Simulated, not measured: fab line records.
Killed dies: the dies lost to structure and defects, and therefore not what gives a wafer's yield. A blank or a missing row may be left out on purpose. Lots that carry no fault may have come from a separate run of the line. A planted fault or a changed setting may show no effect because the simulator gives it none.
Struck lot and sound lot, side by side -- flow n5_finfet -- 16 steps out of a route of 1938
Sound: these wafers, L865.4, L865.5, L865.6. Wafers L876.1, L876.2, L876.6 were the ones struck. The cause is named last.
Each step with rows lists, per side, the tool, then ch with its chambers, then its first start. Under that, the readings that differ: sound wafers -- struck wafers -- difference of the means -- sigmas: that difference in standard deviations of wafers without a fault.
alike: words and numbers the same on both sides, and readings whose means are apart by under 2 such deviations; not compared: readings that were withheld, readings missing a value for some wafer, numbers with overlapping values and no deviation given by the record, and bounds like >300 which may hide the same value.
Wherever a step has rows on one side only, a row that says differs or no value, or a row with sigmas, the two part there. When numbers do not overlap yet have no deviation, they are printed without sigmas and do not part them. A reading missing from all wafers of one side parts the sides only when that side holds two or more wafers.

first, 3 steps without rows for these wafers: N5_SDB_EXPOSE_08 (exposes mask SDB); N5_SDB_PEB_09 (peb time 60 s); N5_SDB_DEVELOP_10 (develop time 30 s).
N5_SDB_CD_MEAS_11: target cd 50 nm.
  sound on cd_sem-03 ch 0, day 3 23:17; struck on cd_sem-03 ch 0, day 7 00:25
  alike: cd_nm
N5_SDB_OVL_MEAS_12:
  sound on overlay-02 ch 0, day 3 23:19; struck on overlay-01 ch 0, day 7 00:27
  alike: SDB_OVL
N5_SDB_INSPECT_13: inspects for defects (brightfield).
  struck on defect_inspect-02, day 7 00:28; sound on defect_inspect-01, day 3 23:20
  alike: raw_defect_count
N5_SDB_DESCUM_16: chemistry O2, time 7.9 s.
  sound on rie_diel-01 ch 0,1,2, day 3 23:42; struck on rie_diel-02 ch 0,2,3, day 7 00:31
  alike: drypump_motor_current_A, oes_product_au, rf_vpp_V, showerhead_plenum_p_Torr, throttle_valve_pct
  not compared: rf_hours_counter_h
N5_SDB_ETCH_17: etches SiARC in CF4, target depth 23.4 nm, time 39 s.
  sound on rie_diel-01 ch 0,1,2, day 3 23:44; struck on rie_diel-02 ch 0,2,3, day 7 00:32
  alike: drypump_motor_current_A, etch_rf_on_time_s, oes_product_au, rf_vpp_V, showerhead_plenum_p_Torr, throttle_valve_pct
  not compared: rf_hours_counter_h
N5_SDB_ETCH_18: etches SOC in N2/H2, target depth 100 nm, overetch 20 nm, time 150 s.
  sound on rie_diel-01 ch 0,1,2, day 3 23:46; struck on rie_diel-02 ch 0,2,3, day 7 00:35
  alike: drypump_motor_current_A, oes_product_au, rf_vpp_V, showerhead_plenum_p_Torr, throttle_valve_pct
  not compared: rf_hours_counter_h
then, 1 step without rows for these wafers: N5_SDB_STRIP_19 (strips in N2/H2).
N5_SDB_STRIP_21: strips in CF4.
  sound on rie_diel-01 ch 0,1,2, day 3 23:55; struck on rie_diel-02 ch 0,2,3, day 7 00:43
  alike: drypump_motor_current_A, oes_product_au, rf_vpp_V, showerhead_plenum_p_Torr, throttle_valve_pct
  not compared: rf_hours_counter_h
N5_SDB_HM_OPEN_20: chemistry CH3F/O2, target SiNx, stops on poly-Si, target depth 24 nm.
  sound on rie_diel-01 ch 0,1,2, day 3 23:56; struck on rie_diel-02 ch 0,2,3, day 7 00:44
  alike: drypump_motor_current_A, oes_product_au, rf_vpp_V, showerhead_plenum_p_Torr, throttle_valve_pct
  not compared: rf_hours_counter_h
N5_SDB_STRIP_22: strips in N2/H2.
  sound on plasma_asher-02 ch 0,1, day 4 00:04; struck on plasma_asher-02 ch 0,1, day 7 00:49
reading,sound,struck,difference,sigmas
strip_time_to_endpoint_s (s),96.5 96.6 96.5,94.0 94.4 94.0,-2.4,-7
  alike: drypump_motor_current_A, heater_power_w, oes_product_au
  not compared: rf_hours_counter_h
then, 1 step without rows for these wafers: N5_SDB_PRECLEAN_23 (cleans in dHF, time 30 s).
-- the record jumps here: 4 days lie between the struck wafers' starts before and after (it left off in module SDB and takes up again in module BEOL_M4, whose first step shown is number 1111 of the route) --
N5_BEOL_M4_RC_MEAS_101:
  sound on prober-01 ch 0, day 8 03:38; struck on prober-02 ch 0, day 11 08:00
reading,sound,struck,difference,sigmas
VT_N (mV),258.0 254.3 257.9,246.5 243.1 247.6,-11.0,-4
  alike: DIBL_N, DIBL_P, IOFF_N, IOFF_P, ION_N, ION_P, SS_N, SS_P, VT_P
following that, these wafers have no rows for 1 step: N5_PASSIVATION_PROBE_49.

== WHERE THEY PART ==
Earliest at N5_SDB_STRIP_22; latest, in this record, at N5_BEOL_M4_RC_MEAS_101.

WHY: whatever the simulator had introduced
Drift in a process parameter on plasma_asher-02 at N5_SDB_STRIP_22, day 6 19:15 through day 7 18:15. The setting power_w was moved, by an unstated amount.
